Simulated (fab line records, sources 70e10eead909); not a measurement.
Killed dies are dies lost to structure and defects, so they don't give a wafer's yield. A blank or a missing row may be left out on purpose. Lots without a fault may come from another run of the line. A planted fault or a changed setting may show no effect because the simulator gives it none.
Chamber matching | flow nand_harc | NHARC_P_GATE_DESCUM_48 on rie_diel-12: 4 sister chambers
The step chemistry O2, time 3 s. 20 wafers are shown with their chamber, then 10 later ones without.

WAFERS WITH THEIR CHAMBER
wafer  | chamber | drypump_motor_current_A (A) | showerhead_plenum_p_Torr (Torr) | oes_product_au (a.u.)
L074.2 | 2       | 4.8                         | 1.80                            | 1.009
L074.3 | 3       | 5.3                         | 1.77                            | 1.019
L074.6 | 2       | 4.9                         | 1.80                            | 1.000
L076.2 | 2       | 4.8                         | 1.80                            | 1.004
L076.5 | 2       | 4.8                         | 1.80                            | 0.996
L076.6 | 1       | 5.2                         | 2.03                            | 1.003
L075.3 | 3       | 5.4                         | 1.77                            | 1.013
L075.4 | 1       | 5.2                         | 2.03                            | 1.000
L075.5 | 3       | 5.4                         | 1.77                            | 1.011
L077.3 | 3       | 5.4                         | 1.77                            | 1.015
L077.5 | 1       | 5.2                         | 2.03                            | 1.004
L077.6 | 2       | 4.8                         | 1.79                            | 1.008
L087.2 | 3       | 5.4                         | 1.77                            | 1.005
L087.3 | 1       | 5.2                         | 2.02                            | 0.987
L087.5 | 2       | 4.8                         | 1.79                            | 1.006
L088.2 | 1       | 5.2                         | 2.02                            | 0.989
L088.4 | 2       | 4.8                         | 1.79                            | 0.999
L088.5 | 0       | 5.5                         | 1.77                            | 0.992
L094.1 | 1       | 5.2                         | 2.02                            | 1.005
L094.3 | 3       | 5.4                         | 2.08                            | 1.005

SIGNATURES (means of the wafers above)
reading                  | chamber 0 | chamber 1 | chamber 2 | chamber 3 | scatter within a chamber
drypump_motor_current_A  | 5.500     | 5.200     | 4.814     | 5.383     | 0.0325
showerhead_plenum_p_Torr | 1.7700    | 2.0250    | 1.7957    | 1.8217    | 0.0709
oes_product_au           | 0.99200   | 0.99800   | 1.00314   | 1.01133   | 0.00621
Rule: a wafer's distance from a chamber is the root of the sum, over the readings, of the square of ((its reading less the chamber's mean) divided by the reading's scatter). The wafer belongs to the nearest chamber; if the next one is less than 2 further off, it can't be placed. The scatter: the root of (the sum of the squares of (reading less its chamber's mean) over the shown wafers, divided by (wafers less chambers)).

WAFERS WITHOUT THEIR CHAMBER
wafer  | drypump_motor_current_A (A) | showerhead_plenum_p_Torr (Torr) | oes_product_au (a.u.)
L094.5 | 5.2                         | 2.02                            | 1.007
L096.1 | 5.2                         | 2.02                            | 1.012
L096.2 | 5.6                         | 2.07                            | 1.004
L096.3 | 5.4                         | 2.07                            | 1.007
L097.1 | 5.4                         | 2.07                            | 1.009
L097.4 | 4.8                         | 1.78                            | 0.993
L097.6 | 5.5                         | 2.07                            | 0.998
L097.2 | 5.2                         | 2.02                            | 0.999
L097.3 | 5.6                         | 2.07                            | 0.993
L097.5 | 5.4                         | 2.07                            | 1.007

WHICH CHAMBER EACH WENT THROUGH
wafer  | from the rows above     | in truth
L094.5 | 1                       | 1
L096.1 | 1                       | 1
L096.2 | 0                       | 0
L096.3 | 3                       | 3
L097.1 | 3                       | 3
L097.4 | 2                       | 2
L097.6 | can't be placed: 0 or 3 | 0
L097.2 | 1                       | 1
L097.3 | 0                       | 0
L097.5 | 3                       | 3
Placed correctly: 9 of 10. Can't be placed from these rows: 1 (the true chamber is among the candidates in 1). Placed wrongly: 0.
